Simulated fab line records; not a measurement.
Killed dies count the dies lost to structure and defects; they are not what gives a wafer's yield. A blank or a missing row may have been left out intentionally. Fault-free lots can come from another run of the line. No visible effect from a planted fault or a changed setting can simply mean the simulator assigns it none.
Split-lot study || flow n5Finfet || 7 lots, 21 wafers read, on a route of 1938 steps

## ABOUT THE SPLIT
At N5_SD_EPI_N_ETCH_16 (etches SiO2 in CHF3/O2, target depth 5 nm), the setting targetDepthA was moved away from the recipe's 50 angstrom on 5 of the 21 wafers read, by -4.5% to +9.5%. The other wafers ran this setting at the recipe's value.

Reading taken at the split's own step.

## THE READING
etch.depthNm (the simulator's own value, which no gauge read), in nm, at N5_SD_EPI_N_ETCH_16 (etches SiO2 in CHF3/O2, target depth 5 nm). No usual value for it is given in the file. Here, 16 wafers ran the recipe; their average is 4.989 nm with a standard deviation of 0.051 nm.

{"wafer": "L076.2", "tool, chamber at the split": "rieDiel-06, 2", "targetDepthA as run, angstrom": 50, "against the recipe": "recipe", "etch.depthNm, nm": 4.904, "against lot-mates on the recipe": "-"}
{"wafer": "L076.4", "tool, chamber at the split": "rieDiel-06, 1", "targetDepthA as run, angstrom": 47.77, "against the recipe": "-4.5%", "etch.depthNm, nm": 4.76, "against lot-mates on the recipe": -0.157}
{"wafer": "L076.5", "tool, chamber at the split": "rieDiel-06, 2", "targetDepthA as run, angstrom": 50, "against the recipe": "recipe", "etch.depthNm, nm": 4.93, "against lot-mates on the recipe": "-"}
{"wafer": "L078.2", "tool, chamber at the split": "rieDiel-04, 0", "targetDepthA as run, angstrom": 50, "against the recipe": "recipe", "etch.depthNm, nm": 5.016, "against lot-mates on the recipe": "-"}
{"wafer": "L078.3", "tool, chamber at the split": "rieDiel-04, 3", "targetDepthA as run, angstrom": 48.42, "against the recipe": "-3.2%", "etch.depthNm, nm": 4.804, "against lot-mates on the recipe": -0.190}
{"wafer": "L078.4", "tool, chamber at the split": "rieDiel-04, 2", "targetDepthA as run, angstrom": 50, "against the recipe": "recipe", "etch.depthNm, nm": 4.972, "against lot-mates on the recipe": "-"}
{"wafer": "L079.4", "tool, chamber at the split": "rieDiel-06, 1", "targetDepthA as run, angstrom": 50, "against the recipe": "recipe", "etch.depthNm, nm": 4.954, "against lot-mates on the recipe": "-"}
{"wafer": "L079.5", "tool, chamber at the split": "rieDiel-06, 0", "targetDepthA as run, angstrom": 50, "against the recipe": "recipe", "etch.depthNm, nm": 5.038, "against lot-mates on the recipe": "-"}
{"wafer": "L079.6", "tool, chamber at the split": "rieDiel-06, 1", "targetDepthA as run, angstrom": 50, "against the recipe": "recipe", "etch.depthNm, nm": 4.968, "against lot-mates on the recipe": "-"}
{"wafer": "L081.1", "tool, chamber at the split": "rieDiel-06, 2", "targetDepthA as run, angstrom": 50, "against the recipe": "recipe", "etch.depthNm, nm": 4.932, "against lot-mates on the recipe": "-"}
{"wafer": "L081.2", "tool, chamber at the split": "rieDiel-06, 3", "targetDepthA as run, angstrom": 50, "against the recipe": "recipe", "etch.depthNm, nm": 5.035, "against lot-mates on the recipe": "-"}
{"wafer": "L081.6", "tool, chamber at the split": "rieDiel-06, 1", "targetDepthA as run, angstrom": 54.73, "against the recipe": "+9.5%", "etch.depthNm, nm": 5.388, "against lot-mates on the recipe": "+0.404"}
{"wafer": "L083.3", "tool, chamber at the split": "rieDiel-04, 3", "targetDepthA as run, angstrom": 50, "against the recipe": "recipe", "etch.depthNm, nm": 5.023, "against lot-mates on the recipe": "-"}
{"wafer": "L083.4", "tool, chamber at the split": "rieDiel-04, 1", "targetDepthA as run, angstrom": 50, "against the recipe": "recipe", "etch.depthNm, nm": 5.021, "against lot-mates on the recipe": "-"}
{"wafer": "L083.5", "tool, chamber at the split": "rieDiel-04, 2", "targetDepthA as run, angstrom": 50, "against the recipe": "recipe", "etch.depthNm, nm": 4.938, "against lot-mates on the recipe": "-"}
{"wafer": "L084.2", "tool, chamber at the split": "rieDiel-04, 0", "targetDepthA as run, angstrom": 50, "against the recipe": "recipe", "etch.depthNm, nm": 5.007, "against lot-mates on the recipe": "-"}
{"wafer": "L084.3", "tool, chamber at the split": "rieDiel-04, 2", "targetDepthA as run, angstrom": 50, "against the recipe": "recipe", "etch.depthNm, nm": 5.006, "against lot-mates on the recipe": "-"}
{"wafer": "L084.6", "tool, chamber at the split": "rieDiel-04, 3", "targetDepthA as run, angstrom": 50, "against the recipe": "recipe", "etch.depthNm, nm": 5.114, "against lot-mates on the recipe": "-"}
{"wafer": "L096.2", "tool, chamber at the split": "rieDiel-04, 3", "targetDepthA as run, angstrom": 52.2, "against the recipe": "+4.4%", "etch.depthNm, nm": 5.28, "against lot-mates on the recipe": "+0.307"}
{"wafer": "L096.4", "tool, chamber at the split": "rieDiel-04, 1", "targetDepthA as run, angstrom": 52.2, "against the recipe": "+4.4%", "etch.depthNm, nm": 5.166, "against lot-mates on the recipe": "+0.193"}
{"wafer": "L096.5", "tool, chamber at the split": "rieDiel-04, 1", "targetDepthA as run, angstrom": 50, "against the recipe": "recipe", "etch.depthNm, nm": 4.973, "against lot-mates on the recipe": "-"}

THE FIT
A straight line over all 21 wafers: etch.depthNm changes by +0.0472 nm for each +1% of targetDepthA; r = +0.93; the points scatter about the line by 0.053 nm.
The same after taking each lot's own level away (the mean of its wafers on the recipe; 21 wafers): +0.0461 nm for each +1%; r = +0.94; scatter 0.045 nm.
That fit puts the effect of the largest move of targetDepthA on the reading at 0.44 nm.
Across the lots, their own levels run from 4.9170 to 5.0423 nm, a range of 2.4 times the standard deviation given above.
The two slopes agree, so the slope changes little with the lot-to-lot level.
Check: +0.487 nm against its lot-mates is what the line predicts for one of the wafers moved furthest among these (+9.5%) when that wafer is left out of the fit. Against them it came out at +0.404 nm.

## FURTHER SPLITS ON THESE WAFERS
These wafers also went through other splits before the reading. Each is held against what the fit with the lots' levels taken away leaves over:
{"other split on the same wafers": "N5_DUMMY_GATE_COAT_28 spinRpm", "wafers away from the commonest value": 3, "r with etch.depthNm (lot level and that fit taken away)": "+0.00"}

## THE FILE'S OWN FIT
etch.depthNm changes by +0.0449 nm for each +1% of targetDepthA, r = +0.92.
